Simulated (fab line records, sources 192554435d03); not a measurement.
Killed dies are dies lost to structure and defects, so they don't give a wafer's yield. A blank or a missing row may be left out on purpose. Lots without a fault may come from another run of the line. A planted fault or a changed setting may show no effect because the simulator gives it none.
One fault seen from 3 desks | flow n5_finfet | each desk has only its own numbers; what lay behind them comes last

THE TOOL OWNER'S DESK: rie_diel-05
The tool's own readings at N5_PASSIVATION_PASS_ETCH_47 (etches SiNx in CF4/O2, target depth 770 nm, time 385 s): means of the sampled wafers that have a number, for each lot that ran on this tool. A lot is out of limits, marked OUT, if its mean lies more than 4 standard deviations from the usual mean; the brackets give that distance.
Columns: A = bias_w at N5_PASSIVATION_PASS_ETCH_47, usual 49.00 W; B = chamber_pressure_mTorr at N5_PASSIVATION_PASS_ETCH_47, usual 40.00 mTorr; C = drypump_motor_current_A at N5_PASSIVATION_PASS_ETCH_47, usual 5.7 A; D = oes_product_au at N5_PASSIVATION_PASS_ETCH_47, usual 0.82 a.u.; E = rf_vpp_V at N5_PASSIVATION_PASS_ETCH_47, usual 242 V; F = showerhead_plenum_p_Torr at N5_PASSIVATION_PASS_ETCH_47, usual 2.21 Torr; G = throttle_valve_pct at N5_PASSIVATION_PASS_ETCH_47, usual 15.82 %
lot  | first seen here | A     | B     | C   | D    | E   | F    | G
L146 | day 13 13:14    | 49.01 | 40.02 | 6.0 | 0.85 | 243 | 2.17 | 15.86
L155 | day 15 08:17    | 48.91 | 40.02 | 5.7 | 0.72 | 236 | 2.21 | 15.61
L166 | day 17 20:17    | 48.99 | 40.02 | 6.0 | 0.80 | 242 | 2.15 | 15.93
This desk's finding: nothing out of limits on any of the 3 lots.

THE METROLOGY DESK
What the gauges read, lot by lot, whatever tool the lot ran on: means of the sampled wafers that have a number. A lot is out of limits, marked OUT, if its mean lies more than 4 standard deviations from the usual mean; the brackets give that distance.
Columns: A = cd_nm at N5_PASSIVATION_CD_MEAS_44, usual 40001 nm; B = PASS_OPEN_OVL at N5_PASSIVATION_OVL_MEAS_66, usual 1 nm
lot  | first seen here | A     | B
L146 | day 13 13:06    | 40008 | -4
L148 | day 13 13:51    | 40000 | 1
L155 | day 15 08:10    | 40004 | -4
L166 | day 17 20:10    | 40004 | -3
L167 | day 18 04:30    | 40005 | 5
This desk's finding: nothing out of limits on any of the 5 lots.

THE DEFECT DESK
What the inspections along the route counted, lot by lot: means of the sampled wafers that have a number. A lot is out of limits, marked OUT, if its mean lies more than 4 standard deviations from the usual mean; the brackets give that distance.
Columns: A = raw_defect_count at N5_PASSIVATION_INSPECT_67, usual 1.8
lot  | first seen here | A
L146 | day 13 13:10    | 1.7
L148 | day 13 13:54    | 2.0
L155 | day 15 08:13    | 2.0
L166 | day 17 20:13    | 2.0
L167 | day 18 04:33    | 1.7
This desk's finding: nothing out of limits on any of the 5 lots.

PUT TOGETHER
The tool owner's desk saw nothing out of limits.
The metrology desk saw nothing out of limits.
The defect desk saw nothing out of limits.

WHAT THE SIMULATOR HAD PUT IN
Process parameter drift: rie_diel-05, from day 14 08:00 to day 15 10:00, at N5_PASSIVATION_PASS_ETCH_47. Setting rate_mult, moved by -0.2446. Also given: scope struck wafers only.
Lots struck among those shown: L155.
